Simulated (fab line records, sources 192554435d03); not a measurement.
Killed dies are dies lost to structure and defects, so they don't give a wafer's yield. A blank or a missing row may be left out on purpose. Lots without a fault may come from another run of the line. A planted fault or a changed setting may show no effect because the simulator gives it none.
Split-lot experiment | flow n5_finfet | 7 lots, 21 wafers read, on a route of 1938 steps

THE SPLIT
At N5_MOL_CONTACT_COAG_ALD_133 (deposits SiO2, target thk 5 nm, pulse time 1 s, co reactant pulse time 1 s), the setting ald_cycles was moved away from the recipe's 35 on 8 of the 21 wafers read, by -8.6% to +11.4%. The other wafers ran this setting at the recipe's value.

The reading is taken at the split's own step.

THE READING
SiO2_of_MOL_CONTACT_COAG_ALD_133.thk_nm (the simulator's own value, which no gauge read), in nm, at N5_MOL_CONTACT_COAG_ALD_133 (deposits SiO2, target thk 5 nm, pulse time 1 s, co reactant pulse time 1 s). The file gives no usual value for it.

wafer  | tool, chamber at the split | ald_cycles as run | against the recipe | SiO2_of_MOL_CONTACT_COAG_ALD_133.thk_nm, nm | against lot-mates on the recipe
L074.2 | ald_sin-02, 2,3,3          | 35                | recipe             | 5                                           | -
L074.4 | ald_sin-02, 2,3,3          | 35                | recipe             | 5                                           | -
L074.5 | ald_sin-02, 2,3,3          | 35                | recipe             | 5                                           | -
L080.2 | ald_sin-01, 2              | 32                | -8.6%              | 4.6                                         | -0.4
L080.3 | ald_sin-01, 0,2            | 35                | recipe             | 5                                           | -
L080.6 | ald_sin-01, 0,2            | 35                | recipe             | 5                                           | -
L083.2 | ald_sin-02, 1,0            | 33                | -5.7%              | 4.8                                         | -0.2
L083.5 | ald_sin-02, 1,0            | 33                | -5.7%              | 4.8                                         | -0.2
L083.6 | ald_sin-02, 3              | 35                | recipe             | 5                                           | -
L084.1 | ald_sin-03, 2,0            | 36                | +2.9%              | 5.2                                         | +0.2
L084.2 | ald_sin-03, 2,0            | 36                | +2.9%              | 5.2                                         | +0.2
L084.3 | ald_sin-03, 1              | 35                | recipe             | 5                                           | -
L087.2 | ald_sin-02, 2,1            | 35                | recipe             | 5                                           | -
L087.5 | ald_sin-02, 2,1            | 35                | recipe             | 5                                           | -
L087.4 | ald_sin-02, 0              | 39                | +11.4%             | 5.6                                         | +0.6
L092.2 | ald_sin-03, 1,2            | 35                | recipe             | 5                                           | -
L092.4 | ald_sin-03, 1,2            | 35                | recipe             | 5                                           | -
L092.6 | ald_sin-03, 1              | 32                | -8.6%              | 4.6                                         | -0.4
L094.1 | ald_sin-03, 2              | 32                | -8.6%              | 4.6                                         | -0.4
L094.4 | ald_sin-03, 0,1            | 35                | recipe             | 5                                           | -
L094.5 | ald_sin-03, 0,1            | 35                | recipe             | 5                                           | -
Where a row lists several chambers, the file gives one row for several wafers and doesn't say which wafer went through which chamber.

THE FIT
A straight line over all 21 wafers: SiO2_of_MOL_CONTACT_COAG_ALD_133.thk_nm changes by +0.0484 nm for each +1% of ald_cycles; r = +0.99; the points scatter about the line by 0.029 nm.
The same after taking each lot's own level away (the mean of its wafers on the recipe; 21 wafers): +0.0484 nm for each +1%; r = +0.99; scatter 0.029 nm.
On that fit, the largest move of ald_cycles shifts the reading by 0.55 nm.
The lots' own levels span 5.00 to 5.00 nm.
So the lot-to-lot level changes the slope little: the two slopes agree.
Check: with one of the wafers moved furthest among these (+11.4%) left out of the fit, the line predicts +0.549 nm for it against its lot-mates. It came out at +0.6 nm against them.

OTHER SPLITS ON THESE WAFERS
These wafers also went through other splits before the reading. Each is held against what the fit with the lots' levels taken away leaves over:
other split on the same wafers        | wafers away from the commonest value | r with SiO2_of_MOL_CONTACT_COAG_ALD_133.thk_nm (lot level and that fit taken away)
N5_HKMG_FIN_EXPOSE_09 dose_mj         | 8                                    | +0.73
N5_HKMG_FIN_ETCH_32 source_w          | 9                                    | -0.26
N5_MOL_CONTACT_COAG_ALD_27 ald_cycles | 5                                    | +0.24
N5_MOL_CONTACT_COAG_COAT_76 spin_rpm  | 7                                    | -0.02

THE FILE'S OWN FIT
SiO2_of_MOL_CONTACT_COAG_ALD_133.thk_nm changes by +0.0481 nm for each +1% of ald_cycles, r = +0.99.
